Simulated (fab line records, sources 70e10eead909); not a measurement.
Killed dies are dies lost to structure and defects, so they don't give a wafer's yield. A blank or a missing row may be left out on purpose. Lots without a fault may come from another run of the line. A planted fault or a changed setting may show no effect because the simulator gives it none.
Which tool did it? | flow nand_harc | 11 lots, 33 wafers sampled, at 5 steps of a route of 1159

WHAT THE GAUGES READ, wafer by wafer
NHARC_END_SORT_01. Usual: killed_at_array 27, standard deviation 12; killed_at_other 0.8, standard deviation 1; killed_at_periphery 4.0, standard deviation 2.5; killed_dies 32, standard deviation 11; killed_open 3.3, standard deviation 1.8; killed_short 2.0, standard deviation 1.5.
lot  | measured     | on        | killed_at_array | killed_at_other | killed_at_periphery | killed_dies | killed_open | killed_short | flag
L413 | day 19 12:32 | prober-02 | 24 18 14        | 0 0 0           | 7 3 5               | 31 21 19    | 4 1 2       | 2 2 3        |
L415 | day 19 22:02 | prober-02 | 19 14 31        | 1 0 0           | 1 8 2               | 21 22 33    | 7 5 5       | 1 1 1        |
L420 | day 20 16:56 | prober-01 | 40 26 26        | 2 1 2           | 3 0 5               | 45 27 33    | 3 1 2       | 3 0 4        |
L421 | day 20 21:56 | prober-02 | 21 19 21        | 3 2 0           | 4 7 10              | 28 28 31    | 5 2 2       | 1 0 2        |
L419 | day 21 09:24 | prober-02 | 39 44 34        | 0 0 0           | 2 1 1               | 41 45 35    | 1 4 5       | 2 3 2        |
L426 | day 22 03:44 | prober-01 | 676 674 675     | 0 0 0           | 1 3 2               | 677 677 677 | 1 3 3       | 1 2 1        | OFF
L428 | day 23 06:41 | prober-01 | 672 673 674     | 3 1 1           | 2 3 2               | 677 677 677 | 5 3 2       | 1 4 1        | OFF
L432 | day 23 21:43 | prober-02 | 23 18 26        | 2 2 3           | 4 5 3               | 29 25 32    | 4 5 0       | 2 2 7        |
L434 | day 24 07:35 | prober-01 | 34 26 39        | 0 3 1           | 0 1 4               | 34 30 44    | 1 3 5       | 1 1 2        |
L436 | day 24 22:18 | prober-02 | 14 20 11        | 2 3 2           | 9 6 7               | 25 29 20    | 4 2 3       | 0 2 0        |
L435 | day 25 12:17 | prober-02 | 21 21 14        | 1 2 2           | 7 6 7               | 29 29 23    | 4 1 3       | 3 3 0        |

WHICH TOOL RAN EACH LOT (tool, then ch and the chambers of the sampled wafers, then the start)
lot  | NHARC_A_STAIRCASE_TRIM_193         | NHARC_A_STAIRCASE_TRIM_196         | NHARC_A_STAIRCASE_ETCH_197                    | NHARC_A_STAIRCASE_TRIM_200
L413 | rie_diel-04 ch 0,1,2, day 10 20:08 | rie_diel-04 ch 0,2,3, day 10 20:27 | rie_diel-04 ch 0,1, day 19 12:32 or earlier   | rie_diel-04 ch 0,1,3, day 19 12:32 or earlier
L415 | rie_diel-07 ch 1,2, day 11 15:55   | rie_diel-05 ch 2,3, day 11 16:19   | rie_diel-05 ch 1,2,3, day 19 22:02 or earlier | rie_diel-05 ch 0,2,3, day 19 22:02 or earlier
L420 | rie_diel-04 ch 0,3, day 12 18:49   | rie_diel-04 ch 0,3, day 12 19:08   | rie_diel-04 ch 0,3, day 20 16:56 or earlier   | rie_diel-04 ch 0,2,3, day 20 16:56 or earlier
L421 | rie_diel-04 ch 1,2,3, day 12 20:15 | rie_diel-07 ch 0,2,3, day 12 21:45 | rie_diel-07 ch 2,3, day 20 21:56 or earlier   | rie_diel-07 ch 0,2,3, day 20 21:56 or earlier
L419 | rie_diel-05 ch 1,2,3, day 13 03:51 | rie_diel-07 ch 0,2, day 13 04:17   | rie_diel-07 ch 0,2, day 21 09:24 or earlier   | rie_diel-07 ch 2,3, day 21 09:24 or earlier
L426 | rie_diel-04 ch 0,1,3, day 14 07:16 | rie_diel-04 ch 0,1, day 14 07:41   | rie_diel-04 ch 0,3, day 22 03:44 or earlier   | rie_diel-04 ch 1,2, day 22 03:44 or earlier
L428 | rie_diel-04 ch 0,1,3, day 14 15:32 | rie_diel-04 ch 1,2,3, day 14 15:50 | rie_diel-04 ch 0,1,2, day 23 06:41 or earlier | rie_diel-04 ch 0,1, day 23 06:41 or earlier
L432 | rie_diel-07 ch 1,3, day 15 12:34   | rie_diel-07 ch 0,1,2, day 15 13:05 | rie_diel-07 ch 1,2,3, day 23 21:43 or earlier | rie_diel-07 ch 1,2, day 23 21:43 or earlier
L434 | rie_diel-07 ch 0,1,3, day 15 22:19 | rie_diel-07 ch 0,1,3, day 15 22:37 | rie_diel-07 ch 0,2,3, day 24 07:35 or earlier | rie_diel-07 ch 0,1,2, day 24 07:35 or earlier
L436 | rie_diel-07 ch 1,2, day 16 13:30   | rie_diel-04 ch 0,1,3, day 16 13:53 | rie_diel-04 ch 0,1,2, day 24 22:18 or earlier | rie_diel-04 ch 1,2, day 24 22:18 or earlier
L435 | rie_diel-05 ch 1,2,3, day 16 20:49 | rie_diel-07 ch 1,2,3, day 16 21:15 | rie_diel-07 ch 0,1,2, day 25 12:17 or earlier | rie_diel-07 ch 1,2,3, day 25 12:17 or earlier
- NHARC_A_STAIRCASE_TRIM_193: chemistry O2, time 211.2 s.
- NHARC_A_STAIRCASE_TRIM_196: chemistry O2, time 211.2 s.
- NHARC_A_STAIRCASE_ETCH_197: etches the open film in C4F8/O2, target depth 100 nm, time 40.5 s.
- NHARC_A_STAIRCASE_TRIM_200: chemistry O2, time 211.2 s.

WHAT THE TOOLS THEMSELVES READ (means of the sampled wafers that have a number; where no wafer has one, the mark that the record gives instead)
NHARC_A_STAIRCASE_TRIM_193. Usual: chamber_pressure_mTorr 60.00 mTorr, standard deviation 0.048; drypump_motor_current_A 5.8 A, standard deviation 0.46; mfc_ar_sccm 0.0006 sccm, standard deviation 0.0016; o2_flow_sccm 500.2 sccm, standard deviation 1.5; oes_product_au 1.003 a.u., standard deviation 0.0087; rf_vpp_V 57.8 V, standard deviation 0.78; showerhead_plenum_p_Torr 3.56 Torr, standard deviation 0.15; throttle_valve_pct 17.036 %, standard deviation 0.0091.
lot  | tool        | chamber_pressure_mTorr (mTorr) | drypump_motor_current_A (A) | mfc_ar_sccm (sccm) | o2_flow_sccm (sccm) | oes_product_au (a.u.) | rf_vpp_V (V) | showerhead_plenum_p_Torr (Torr) | throttle_valve_pct (%) | flag
L413 | rie_diel-04 | 60.01                          | 6.0                         | 0.0000             | 500.7               | 0.995                 | 57.5         | 3.51                            | 17.033                 |
L415 | rie_diel-07 | 59.99                          | 5.7                         | 0.0000             | 499.5               | 0.996                 | 57.8         | 3.40                            | 17.036                 |
L420 | rie_diel-04 | 60.01                          | 6.2                         | 0.0000             | 499.1               | 1.013                 | 58.1         | 3.63                            | 17.032                 |
L421 | rie_diel-04 | 60.01                          | 5.9                         | 0.0000             | 500.8               | 1.008                 | 58.0         | 3.48                            | 17.031                 |
L419 | rie_diel-05 | 60.03                          | 5.8                         | 0.0029             | 499.9               | 1.011                 | 57.2         | 3.66                            | 17.033                 |
L426 | rie_diel-04 | -                              | -                           | -                  | -                   | -                     | -            | -                               | -                      | OFF
L428 | rie_diel-04 | -                              | -                           | -                  | -                   | -                     | -            | -                               | -                      | OFF
L432 | rie_diel-07 | 60.00                          | 6.0                         | 0.0000             | 498.0               | 1.010                 | 57.8         | 3.47                            | 17.038                 |
L434 | rie_diel-07 | 60.01                          | 5.7                         | 0.0000             | 498.8               | 1.003                 | 57.6         | 3.51                            | 17.038                 |
L436 | rie_diel-07 | 60.03                          | 5.3                         | 0.0000             | 500.6               | 1.001                 | 57.6         | 3.44                            | 17.035                 |
L435 | rie_diel-05 | 59.97                          | 5.8                         | 0.0029             | 500.1               | 1.009                 | 58.3         | 3.64                            | 17.035                 |

NHARC_A_STAIRCASE_TRIM_196. Usual: chamber_pressure_mTorr 60.00 mTorr, standard deviation 0.057; drypump_motor_current_A 5.8 A, standard deviation 0.46; mfc_ar_sccm 0.0004 sccm, standard deviation 0.0013; o2_flow_sccm 500.0 sccm, standard deviation 1.5; oes_product_au 1.003 a.u., standard deviation 0.0089; rf_vpp_V 57.9 V, standard deviation 0.95; showerhead_plenum_p_Torr 3.55 Torr, standard deviation 0.15; throttle_valve_pct 17.037 %, standard deviation 0.0083.
lot  | tool        | chamber_pressure_mTorr (mTorr) | drypump_motor_current_A (A) | mfc_ar_sccm (sccm) | o2_flow_sccm (sccm) | oes_product_au (a.u.) | rf_vpp_V (V) | showerhead_plenum_p_Torr (Torr) | throttle_valve_pct (%) | flag
L413 | rie_diel-04 | 60.01                          | 6.0                         | 0.0000             | 498.6               | 0.997                 | 57.6         | 3.60                            | 17.029                 |
L415 | rie_diel-05 | 60.04                          | 5.4                         | 0.0012             | 500.5               | 1.017                 | 58.3         | 3.70                            | 17.046                 |
L420 | rie_diel-04 | 60.04                          | 6.2                         | 0.0000             | 500.9               | 0.999                 | 57.2         | 3.63                            | 17.034                 |
L421 | rie_diel-07 | 59.99                          | 5.3                         | 0.0000             | 500.2               | 1.006                 | 58.3         | 3.60                            | 17.039                 |
L419 | rie_diel-07 | 60.00                          | 5.0                         | 0.0000             | 498.8               | 0.999                 | 57.5         | 3.50                            | 17.030                 |
L426 | rie_diel-04 | 59.98                          | 6.0                         | 0.0000             | 500.4               | 1.002                 | 58.0         | 3.43                            | 17.037                 |
L428 | rie_diel-04 | 59.99                          | 5.9                         | 0.0000             | 500.9               | 1.006                 | 56.8         | 3.47                            | 17.032                 |
L432 | rie_diel-07 | 60.00                          | 5.4                         | 0.0000             | 498.7               | 1.003                 | 57.6         | 3.42                            | 17.037                 |
L434 | rie_diel-07 | 59.98                          | 5.7                         | 0.0000             | 500.2               | 1.004                 | 57.9         | 3.51                            | 17.045                 |
L436 | rie_diel-04 | 59.99                          | 6.0                         | 0.0000             | 500.8               | 1.009                 | 58.7         | 3.50                            | 17.040                 |
L435 | rie_diel-07 | 60.04                          | 5.5                         | 0.0000             | 499.8               | 1.003                 | 59.0         | 3.53                            | 17.031                 |

NHARC_A_STAIRCASE_ETCH_197. Usual: oes_product_au 0.948 a.u., standard deviation 0.016; rf_vpp_V 897 V, standard deviation 5.5.
lot  | tool        | oes_product_au (a.u.) | rf_vpp_V (V) | flag
L413 | rie_diel-04 | 0.946                 | 892          |
L415 | rie_diel-05 | 0.942                 | 901          |
L420 | rie_diel-04 | 0.931                 | 900          |
L421 | rie_diel-07 | 0.966                 | 903          |
L419 | rie_diel-07 | 0.959                 | 895          |
L426 | rie_diel-04 | 0.943                 | 899          |
L428 | rie_diel-04 | 0.962                 | 894          |
L432 | rie_diel-07 | 0.935                 | 895          |
L434 | rie_diel-07 | 0.949                 | 898          |
L436 | rie_diel-04 | 0.932                 | 895          |
L435 | rie_diel-07 | 0.927                 | 892          |

NHARC_A_STAIRCASE_TRIM_200. Usual: chamber_pressure_mTorr 60.00 mTorr, standard deviation 0.056; drypump_motor_current_A 5.8 A, standard deviation 0.44; mfc_ar_sccm 0.0003 sccm, standard deviation 0.0012; o2_flow_sccm 499.9 sccm, standard deviation 1.5; oes_product_au 1.003 a.u., standard deviation 0.0096; rf_vpp_V 57.8 V, standard deviation 0.97; showerhead_plenum_p_Torr 3.54 Torr, standard deviation 0.15; throttle_valve_pct 17.037 %, standard deviation 0.009.
lot  | tool        | chamber_pressure_mTorr (mTorr) | drypump_motor_current_A (A) | mfc_ar_sccm (sccm) | o2_flow_sccm (sccm) | oes_product_au (a.u.) | rf_vpp_V (V) | showerhead_plenum_p_Torr (Torr) | throttle_valve_pct (%) | flag
L413 | rie_diel-04 | 60.01                          | 6.0                         | 0.0000             | 499.5               | 0.994                 | 58.1         | 3.53                            | 17.040                 |
L415 | rie_diel-05 | 59.99                          | 5.5                         | 0.0009             | 501.0               | 1.014                 | 58.8         | 3.73                            | 17.048                 |
L420 | rie_diel-04 | 60.01                          | 6.1                         | 0.0000             | 499.6               | 0.995                 | 58.1         | 3.59                            | 17.042                 |
L421 | rie_diel-07 | 60.00                          | 5.3                         | 0.0000             | 499.9               | 0.996                 | 57.9         | 3.60                            | 17.030                 |
L419 | rie_diel-07 | 60.04                          | 5.1                         | 0.0000             | 498.4               | 1.000                 | 58.5         | 3.61                            | 17.040                 |
L426 | rie_diel-04 | 59.98                          | 5.9                         | 0.0000             | 498.3               | 0.997                 | 57.5         | 3.45                            | 17.033                 |
L428 | rie_diel-04 | 60.02                          | 6.0                         | 0.0000             | 500.4               | 1.015                 | 57.2         | 3.43                            | 17.025                 |
L432 | rie_diel-07 | 60.04                          | 5.7                         | 0.0000             | 500.0               | 1.002                 | 56.9         | 3.38                            | 17.033                 |
L434 | rie_diel-07 | 60.01                          | 5.4                         | 0.0000             | 498.1               | 1.008                 | 58.1         | 3.42                            | 17.031                 |
L436 | rie_diel-04 | 60.01                          | 5.9                         | 0.0000             | 499.6               | 1.007                 | 57.4         | 3.37                            | 17.044                 |
L435 | rie_diel-07 | 60.01                          | 5.6                         | 0.0000             | 500.4               | 1.007                 | 58.4         | 3.53                            | 17.042                 |

THE ANSWER, worked out from the rows above alone
Rule: a lot is off if the mean of its wafers that have a number lies more than 3 standard deviations from the usual mean. A lot without any number at a reading at which 4 lots or more have one is off too. The other lots that the step has rows for count as sound. The gauges are gone through in route order, then the tools' own readings, and for those a lot's mean is taken as printed above. The first step at which some lot is off is used, and at that step the reading that is off furthest; a lot without a number counts as furthest.
Off: L426, L428, at NHARC_END_SORT_01 (killed_dies).
A tool fits if, at a process step before that reading, it ran every lot that is off, and no sound lot after the first of them. The gauges at NHARC_END_SORT_01 aren't tried: what is off there is off at NHARC_A_STAIRCASE_TRIM_193 too, on other tools, and a gauge's error can't cause that. NHARC_A_STAIRCASE_ETCH_197 gives no start for some lots, so the hours and the order of its lots are those of NHARC_END_SORT_01. NHARC_A_STAIRCASE_TRIM_200 gives no start for some lots, so the hours and the order of its lots are those of NHARC_END_SORT_01. One fits: rie_diel-04 at NHARC_A_STAIRCASE_TRIM_193. Its last sound lot is L421 (day 12 20:15), its first lot that is off L426 (day 14 07:16): a fault that began between those two fits.
Blank at NHARC_A_STAIRCASE_TRIM_193 on the lots that are off, where sound lots have numbers: chamber_pressure_mTorr, drypump_motor_current_A, mfc_ar_sccm, o2_flow_sccm, oes_product_au, rf_vpp_V, showerhead_plenum_p_Torr, throttle_valve_pct.

WHAT THE SIMULATOR HAD PUT IN
Skipped step whole: rie_diel-04, from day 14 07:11 on, at NHARC_A_STAIRCASE_TRIM_193. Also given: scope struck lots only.
Lots struck among those shown: L426, L428. The rule above found the same.
